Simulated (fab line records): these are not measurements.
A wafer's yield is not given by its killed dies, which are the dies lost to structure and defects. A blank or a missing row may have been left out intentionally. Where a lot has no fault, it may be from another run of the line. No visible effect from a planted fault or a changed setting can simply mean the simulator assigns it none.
Struck lot and sound lot, side by side | flow nandHarc | 39 steps out of a route of 1159
Sound: wafers L399.1, L399.2, L399.4. Struck: wafer L412.6. (L412.1, L412.4 of the same lot were not struck and are left out.) The cause comes at the end.
At each step with rows: each side's tool, then ch and its chambers, then its first start. Under that, the readings that differ: sound wafers | struck wafers | difference of the means | sigmas: that difference in standard deviations of wafers without a fault.
alike: same words and numbers on both sides, and readings whose means sit less than 2 such deviations apart. not compared: any withheld reading, any reading some wafer has no value for, any bound like >300 that may hide the same value, and any number with overlapping values for which the record gives no deviation.
A row with sigmas, a row that says differs or no value, or rows on one side alone: a step with any of these is where the two part. Numbers that have no deviation but don't overlap get no sigmas and don't part them. Lack of a reading on every wafer of one side parts them only where that side has two or more wafers.

first, 6 steps without rows for these wafers: NHARC_A_WL_FILL_PRECLEAN_30 (cleans in dHF, time 10 s); NHARC_A_WL_FILL_SRD_14; NHARC_A_WL_FILL_ALD_19 (deposits TiN, target thk 2 nm, pulse time 3 s, ald cycles 100); NHARC_A_WL_FILL_CVD_20 (deposits W, target thk 75 nm, time 5064 s); NHARC_A_WL_FILL_CMP_12 (polishes, t overpolish 30 s, target thk 75 nm); NHARC_A_WL_FILL_SRD_31.
NHARC_A_WL_FILL_INSPECT_15:
  sound on defectInspect-01 at day 16 11:31; struck on defectInspect-01 at day 20 12:34
  alike: rawDefectCount
then, 1 step without rows for these wafers: NHARC_A_CONTACT_DEP_24 (deposits SiO2, target thk 500 nm).
NHARC_A_CONTACT_DEP_28: deposits aC, target thk 3600 nm.
  sound on aclDep-01 ch 0, day 16 13:13; struck on aclDep-02 ch 0, day 20 15:02
  alike: throttleValvePct
then, 11 steps without rows for these wafers: NHARC_A_CONTACT_DEP_29 (deposits SiON, target thk 70 nm); NHARC_A_CONTACT_DEHYDRATE_32 (time 120 s); NHARC_A_CONTACT_HMDS_33 (time 30 s); NHARC_A_CONTACT_COAT_34 (time 75 s); NHARC_A_CONTACT_COAT_35 (time 65 s); NHARC_A_CONTACT_COAT_36 (resist thk 90 nm); NHARC_A_CONTACT_SOFTBAKE_37 (time 55 s); NHARC_A_CONTACT_EBR_38; NHARC_A_CONTACT_EXPOSE_39 (exposes mask A CC 3); NHARC_A_CONTACT_PEB_40 (peb time 65 s); NHARC_A_CONTACT_DEVELOP_41 (develop time 35 s).
NHARC_A_CONTACT_CD_MEAS_42: target cd 200 nm.
  sound on cdSem-01 ch 0, day 16 16:09; struck on cdSem-01 ch 0, day 20 16:53
  alike: cdNm
NHARC_A_CONTACT_OVL_MEAS_43:
  sound on overlay-02 at day 16 16:14; struck on overlay-02 at day 20 16:59
  alike: overlayXNm, overlayYNm
NHARC_A_CONTACT_INSPECT_44:
  sound on defectInspect-02 at day 16 16:17; struck on defectInspect-02 at day 20 17:01
  alike: rawDefectCount
then, 1 step without rows for these wafers: NHARC_A_CONTACT_DESCUM_47 (chemistry O2, time 3 s).
NHARC_A_CONTACT_ETCH_48: etches the open film in CF4, target depth 39 nm, time 65 s.
  sound on rieDiel-03 ch 0,2,3, day 16 16:33; struck on rieDiel-03 ch 0, day 20 17:10
  alike: drypumpMotorCurrentA, oesProductAu, rfVppV, showerheadPlenumPTorr, throttleValvePct
  not compared: rfHoursCounterH
then, 1 step without rows for these wafers: NHARC_A_CONTACT_ETCH_49 (etches the open film in N2/H2, target depth 260 nm, time 475.3 s).
NHARC_A_CONTACT_ETCH_50: etches the open film in CF4/CHF3, target depth 84.7 nm, time 42.4 s.
  sound on rieDiel-03 ch 1,2,3; struck on rieDiel-03 ch 3
  alike: chf3FlowSccm, drypumpMotorCurrentA, oesProductAu, rfVppV, showerheadPlenumPTorr, throttleValvePct
  not compared: rfHoursCounterH
then, 1 step without rows for these wafers: NHARC_A_CONTACT_ETCH_51 (etches the open film in O2/COS, target depth 3600 nm, time 936 s).
NHARC_A_CONTACT_ETCH_111: etches the open film in C4F8/O2/Ar, time 140 s, target depth 700 nm.
  sound on harCapEtch-02 ch 0,1, day 16 17:46; struck on harCapEtch-01 ch 1, day 20 18:22
  not compared: rfHoursCounterH
then, 4 steps without rows for these wafers: NHARC_A_CONTACT_ETCH_112 (etches the open film in C4F8/O2/Ar, time 94 s, target depth 922 nm); NHARC_A_CONTACT_ETCH_113 (etches the open film in C4F8/O2/Ar, time 94 s, target depth 922 nm); NHARC_A_CONTACT_ETCH_114 (etches the open film in C4F8/O2/Ar, time 94 s, target depth 922 nm); NHARC_A_CONTACT_ETCH_115 (etches the open film in C4F8/O2/Ar, time 94 s, target depth 922 nm).
NHARC_A_CONTACT_ETCH_116: etches the open film in C4F8/O2/Ar, time 94 s, target depth 922 nm.
  sound on harCapEtch-02 ch 0,1, day 16 18:19; struck on harCapEtch-01 ch 1, day 20 18:55
  not compared: rfHoursCounterH
then, 1 step without rows for these wafers: NHARC_A_CONTACT_ETCH_117 (etches the open film in C4F8/O2/Ar, time 94 s, target depth 922 nm).
NHARC_A_CONTACT_ETCH_118: etches the open film in C4F8/O2/Ar, time 94 s, target depth 922 nm.
  sound on harCapEtch-02 ch 0,1, day 16 18:30; struck on harCapEtch-01 ch 1, day 20 19:05
  not compared: rfHoursCounterH
then, 2 steps without rows for these wafers: NHARC_A_CONTACT_ETCH_119 (etches the open film in C4F8/O2/Ar, time 94 s, target depth 922 nm); NHARC_A_CONTACT_ETCH_120 (etches the open film in C4F8/O2/Ar, time 94 s, target depth 922 nm).
-- jump in the record: it breaks off in module A_CONTACT and resumes in module END (first step shown: number 1159 of the route), and 3 days separate the struck wafers' starts before and after --
NHARC_END_SORT_01:
  only the struck wafers appear in the record here, on prober-01 ch 0 at day 24 04:10; the sound ones have no rows

## WHERE THEY PART
NHARC_END_SORT_01 only, going by this record.

WHY: whatever the simulator had introduced
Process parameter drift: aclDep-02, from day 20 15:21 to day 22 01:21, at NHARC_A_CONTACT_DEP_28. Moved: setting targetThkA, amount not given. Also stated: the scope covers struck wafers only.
